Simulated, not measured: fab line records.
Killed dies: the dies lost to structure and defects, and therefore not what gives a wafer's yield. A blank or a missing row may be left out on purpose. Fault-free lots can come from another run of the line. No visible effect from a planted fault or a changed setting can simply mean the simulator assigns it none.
A lot that was struck, set against a sound lot ; flow nand_harc ; 14 out of 1302 route steps
Sound: these wafers, L984.2, L984.3, L984.4. The struck wafers were L988.4, L988.5, L988.6. At the end, the cause is stated.
Per side, at each step with rows, come the tool, then ch with its chambers, and then its first start. Under that, the readings that differ: sound wafers ; struck wafers ; difference of the means ; sigmas: that difference in standard deviations of wafers without a fault.
alike: words and numbers the same on both sides, and readings whose means are apart by under 2 such deviations; not compared: readings that were withheld, readings missing a value for some wafer, numbers with overlapping values and no deviation given by the record, and bounds like >300 which may hide the same value.
A row with sigmas, a row that says differs or no value, or rows on one side alone: a step with any of these is where the two part. Numbers that have no deviation but don't overlap get no sigmas and don't part them. Lack of a reading on every wafer of one side parts them only where that side has two or more wafers.

first, 5 steps without rows for these wafers: NHARC_A_STAIRCASE_ETCH_15 (etches the open film in C4F8/O2, target depth 100 nm, time 40.5 s); NHARC_A_STAIRCASE_TRIM_16 (chemistry O2, time 211.2 s); NHARC_A_STAIRCASE_ETCH_17 (etches the open film in C4F8/O2, target depth 100 nm, time 40.5 s); NHARC_A_STAIRCASE_TRIM_18 (chemistry O2, time 211.2 s); NHARC_A_STAIRCASE_ETCH_19 (etches the open film in C4F8/O2, target depth 100 nm, time 40.5 s).
NHARC_A_STAIRCASE_TRIM_20: chemistry O2, time 211.2 s.
  sound on rie_diel-08 ch 0,1,3, day 17 19:18; struck on rie_diel-07 ch 0,1, day 20 00:33
reading;sound;struck;difference;sigmas
chamber_pressure_mTorr (mTorr);59.94 59.94 59.97;60.04 60.11 60.09;+0.13;+2
o2_flow_sccm (sccm);500.8 497.0 496.7;501.2 502.4 500.7;+3.3;+2
  alike: drypump_motor_current_A, mfc_ar_sccm, oes_product_au, rf_vpp_V, showerhead_plenum_p_Torr, throttle_valve_pct
  not compared: rf_hours_counter_h
NHARC_A_STAIRCASE_ETCH_21: etches the open film in C4F8/O2, target depth 100 nm, time 40.5 s.
  sound: rie_diel-08 ch 0,3; struck: rie_diel-07 ch 0,1
reading;sound;struck;difference;sigmas
rf_vpp_V (V);896 889 888;898 899 902;+9;+2
  alike: oes_product_au
  not compared: rf_hours_counter_h
NHARC_A_STAIRCASE_TRIM_22: chemistry O2, time 211.2 s.
  sound: rie_diel-08 ch 0,1,3; struck: rie_diel-07 ch 1,2,3
  alike: chamber_pressure_mTorr, drypump_motor_current_A, mfc_ar_sccm, o2_flow_sccm, oes_product_au, rf_vpp_V, showerhead_plenum_p_Torr, throttle_valve_pct
  not compared: rf_hours_counter_h
then, 2 steps without rows for these wafers: NHARC_A_STAIRCASE_ETCH_23 (etches the open film in C4F8/O2, target depth 100 nm, time 40.5 s); NHARC_A_STAIRCASE_TRIM_24 (chemistry O2, time 211.2 s).
NHARC_A_STAIRCASE_ETCH_25: etches the open film in C4F8/O2, target depth 100 nm, time 40.5 s.
  sound: rie_diel-08 ch 0,1; struck: rie_diel-07 ch 0,1,2
  alike: oes_product_au, rf_vpp_V
  not compared: rf_hours_counter_h
NHARC_A_STAIRCASE_TRIM_26: chemistry O2, time 211.2 s.
  sound on rie_diel-08 ch 0,2,3, day 17 20:49; struck on rie_diel-07 ch 0,1,3, day 20 01:19
  no value came back on the struck wafers for any of 10 readings (bias_w (W), chamber_pressure_mTorr (mTorr) and others); on the sound wafers bias_w (W) reads 0 0 0
NHARC_A_STAIRCASE_ETCH_27: etches the open film in C4F8/O2, target depth 100 nm, time 40.5 s.
  sound: rie_diel-08 ch 0,1,2; struck: rie_diel-07 ch 1,2
  alike: oes_product_au, rf_vpp_V
  not compared: rf_hours_counter_h
-- the record jumps here: 8 days lie between the struck wafers' starts before and after (it left off in module A_STAIRCASE and takes up again in module END, whose first step shown is number 1302 of the route) --
NHARC_END_SORT_01:
  at this point the record logs the struck wafers (prober-01 ch 0, day 28 13:14) and has no rows for the sound ones

WHERE THEY PART
Earliest at NHARC_A_STAIRCASE_TRIM_20; latest, in this record, at NHARC_END_SORT_01.

WHY: what the simulator had put in
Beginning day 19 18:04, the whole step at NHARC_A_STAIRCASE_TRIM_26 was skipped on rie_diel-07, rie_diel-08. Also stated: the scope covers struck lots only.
